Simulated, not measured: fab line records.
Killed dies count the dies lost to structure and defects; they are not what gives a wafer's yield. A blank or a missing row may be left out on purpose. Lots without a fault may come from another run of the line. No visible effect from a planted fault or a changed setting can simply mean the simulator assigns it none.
A lot that was struck, set against a sound lot / flow n5-finfet / 15 out of 1938 route steps
Sound: wafers L571.3, L571.5, L571.6. Wafers L581.1, L581.2, L581.6 were the ones struck. At the end, the cause is stated.
For every step that has rows: the tool of each side, followed by ch and its chambers, followed by its first start. Under that, the readings that differ: sound wafers / struck wafers / difference of the means / sigmas: that difference in standard deviations of wafers without a fault.
alike: a reading whose means differ by less than 2 such deviations, as well as words and numbers matching on both sides. not compared: withheld readings; readings where some wafer has no value; bounds like >300 that might hide an equal value; numbers whose values overlap and for which the record gives no deviation.
A row with sigmas, a row that says differs or no value, or rows on one side alone: a step with any of these is where the two part. Numbers that have no deviation but don't overlap get no sigmas and don't part them. A reading that every wafer of one side lacks parts them only if that side has two wafers or more.

N5_GATE_CUT_VAPOR_ETCH_60: etches HfO2 in BCl3/Cl2.
  sound on rie-metal-01 ch 0,1, day 6 19:29; struck on rie-metal-01 ch 0,1, day 9 13:32
  alike: drypump-motor-current-A, oes-product-au
then, 1 step without rows for these wafers: N5_GATE_CUT_ETCH_58 (etches SiNx in CH3F/O2, target depth 17 nm, time 128.6 s).
N5_GATE_CUT_STRIP_59: strips in N2/H2, time 20 s.
  sound on rie-diel-05 ch 1,2, day 6 19:38; struck on rie-diel-06 ch 1,2,3, day 9 13:41
  alike: drypump-motor-current-A, oes-product-au, rf-vpp-V, showerhead-plenum-p-Torr, throttle-valve-pct
  not compared: rf-hours-counter-h
then, 2 steps without rows for these wafers: N5_GATE_CUT_PRECLEAN_31 (cleans in DIW, time 300 s); N5_GATE_CUT_SRD_32 (time 30 s).
N5_GATE_CUT_SAC_CAP_01: material SiNx, target thk 24 nm, pulse time 1 s, ald cycles 480.
  sound on ald-sin-04 ch 2,3, day 6 19:51; struck on ald-sin-04 ch 0,1, day 9 13:55
  alike: heater-power-w, precursor-pulse-height-rel
N5_GATE_CUT_PECVD_57: deposits SiNx from SiH4/NH3/N2, target thk 21 nm.
  sound on pecvd-01 ch 0,1,2, day 6 22:02; struck on pecvd-03 ch 0,2, day 9 16:07
  alike: heater-power-w, showerhead-plenum-p-Torr, throttle-valve-pct
N5_GATE_CUT_CMP_02: polishes, stops on SiO2, t overpolish 12.7 s, target thk 0 nm.
  sound on cmp-04 ch 0,1, day 6 22:09; struck on cmp-04 ch 0,2,3, day 9 16:16
reading=time-to-endpoint-s (s); sound=23.7 21.2 22.4; struck=27.1 27.0 31.8; difference=+6.2; sigmas=+3
  alike: motor-current-A, overpolish-run-s
then, 3 steps without rows for these wafers: N5_GATE_CUT_HM_DEP_46 (deposits SiO2 from TEOS/O2, target thk 130 nm, time 26.6 s); N5_GATE_CUT_COAT_34 (time 60 s, resist thk 60 nm); N5_GATE_CUT_COAT_35 (time 60 s, resist thk 10 nm).
N5_GATE_CUT_COAT_27: time 60 s, resist thk 10 nm.
  sound on litho-track-05 ch 0, day 6 22:31; struck on litho-track-03 ch 0, day 9 16:35
reading=heater-power-total-W (W); sound=391.1 394.0 389.8; struck=386.2 388.0 388.3; difference=-4.1; sigmas=-3
reading=plate-temp-C (C); sound=205.20 204.88 205.12; struck=203.19 203.17 203.09; difference=-1.92; sigmas=-13
then, 1 step without rows for these wafers: N5_GATE_CUT_COAT_07 (resist thk 30 nm).
-- a jump in the record: the struck wafers' starts before and after are 3 days apart (it breaks off in module GATE_CUT and resumes in module BEOL_M4, where the first step shown is number 1111 of the route) --
N5_BEOL_M4_RC_MEAS_101:
  sound on prober-01 ch 0, day 9 22:35; struck on prober-01 ch 0, day 13 01:22
reading=DIBL_P (mV/V); sound=33.2 33.7 33.7; struck=40.3 38.6 37.3; difference=+5.2; sigmas=+2
  alike: DIBL_N, IOFF_N, IOFF_P, ION_N, ION_P, SS_N, SS_P, VT_N, VT_P
-- here the record skips 4 days between the struck wafers' starts before and after, leaving off in module BEOL_M4 and picking up in module PASSIVATION (first step shown: number 1936 of the route) --
N5_PASSIVATION_PROBE_49:
  sound on prober-02, day 13 08:20; struck on prober-01, day 17 12:04
reading=killed-at-other; sound=4 1 1; struck=7 8 12; difference=+7; sigmas=+2
  alike: defect-limited-yield, killed_at_M0_to_M3, killed_at_M4_up, killed-at-contacts, killed-at-front-end, killed-dies, killed-on-rim, killed-open, killed-short, sort_bin_5_function, sort_bin_6_memory, sort-n-pass, sort-yield-pct

## WHERE THEY PART
Last at N5_PASSIVATION_PROBE_49 as far as this record goes, first at N5_GATE_CUT_CMP_02.

WHY: the cause the simulator had injected
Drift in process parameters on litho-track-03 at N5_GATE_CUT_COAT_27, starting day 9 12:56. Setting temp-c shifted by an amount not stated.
